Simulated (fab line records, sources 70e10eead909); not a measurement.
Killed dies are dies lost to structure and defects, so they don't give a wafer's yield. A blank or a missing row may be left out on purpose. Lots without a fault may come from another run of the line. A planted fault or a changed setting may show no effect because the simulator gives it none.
Which tool did it? | flow nand_harc | 7 lots, 20 wafers sampled, at 1 step of a route of 1159

WHAT THE GAUGES READ, wafer by wafer
NHARC_A_SOURCE_PLATE_THK_MEAS_06: measures by ellipsometry.
lot  | measured     | on            | thk_nm (nm)
L336 | day 8 03:08  | film_metro-01 | 202.5 203.3 204.6
L340 | day 8 12:32  | film_metro-02 | 200.0 198.1 199.6
L343 | day 9 10:53  | film_metro-02 | 200.9 201.3 198.8
L348 | day 11 09:10 | film_metro-01 | 201.2 201.9
L353 | day 11 21:02 | film_metro-01 | 201.6 200.4 201.4
L352 | day 11 21:02 | film_metro-02 | 202.9 202.7 201.7
L355 | day 12 14:58 | film_metro-01 | 202.8 201.0 204.0

WHICH TOOL RAN EACH LOT (tool, then ch and the chambers of the sampled wafers, then the start)
The record holds no process step before these readings.

THE ANSWER, worked out from the rows above alone
Rule: what is usual is taken from the lots themselves. Put in order of their means at a reading, lots are off if they are a third of the lots or fewer, leave a main group of 4 or more, and stand apart from it by a gap of 3 or more times the standard deviation of the main group's means; of several such gaps the widest counts. A main group whose means are all the same, to the digits that the tables above print for the reading, isn't used. A lot without any number at a reading at which 4 lots or more have one is off too. The other lots that the step has rows for count as sound.
No lot is off at any reading shown: from this, nothing can be told.

WHAT THE SIMULATOR HAD PUT IN
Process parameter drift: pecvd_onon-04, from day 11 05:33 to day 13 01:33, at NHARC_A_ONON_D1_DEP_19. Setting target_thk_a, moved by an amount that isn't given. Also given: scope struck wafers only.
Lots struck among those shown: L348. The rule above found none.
